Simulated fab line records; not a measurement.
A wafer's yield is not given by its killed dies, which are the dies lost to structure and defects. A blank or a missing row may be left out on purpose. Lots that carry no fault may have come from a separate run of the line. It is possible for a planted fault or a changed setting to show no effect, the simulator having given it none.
Matching of chambers ; flow nand harc ; NHARC_A_SLIT_ETCH_29 on rie diel-13 has 4 sister chambers
The step etches the open film in CF4/O2, target depth 100 nm, overetch 10 nm, time 55 s. 4 wafers are shown with their chamber, then 7 later ones without.

== WAFERS PAIRED WITH THEIR CHAMBERS ==
wafer;chamber;drypump motor current A (A)
L294.3;3;5.6
L294.5;2;5.7
L297.1;1;6.2
L297.3;0;6.3

== WAFERS WITH NO CHAMBER GIVEN ==
wafer;drypump motor current A (A)
L297.5;5.8
L306.1;5.6
L306.3;6.2
L306.5;5.6
L311.1;5.6
L311.2;6.2
L311.4;6.4

== EACH ONE'S CHAMBER ==
wafer;from the rows above;in truth
L297.5;can't be placed: 2 or 3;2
L306.1;can't be placed: 3 or 2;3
L306.3;can't be placed: 1 or 0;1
L306.5;can't be placed: 3 or 2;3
L311.1;can't be placed: 3 or 2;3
L311.2;can't be placed: 1 or 0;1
L311.4;can't be placed: 0 or 1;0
Correctly placed: 0 of 7. From these rows, 7 cannot be placed; in 7 the true chamber is one of the candidates. Number placed wrongly: 0.
How it was worked out, from the rows above alone: a wafer's distance from a chamber is the root of the sum, over the readings, of the square of ((its reading less the chamber's mean) divided by the reading's scatter). If the next closest chamber is less than 2 further off than the closest, the wafer can't be placed; otherwise it belongs to the closest. Each chamber's mean is taken over the wafers shown for it. The scatter: root of mean squared gap, hidden wafer to nearest shown wafer, with one shown wafer a chamber.
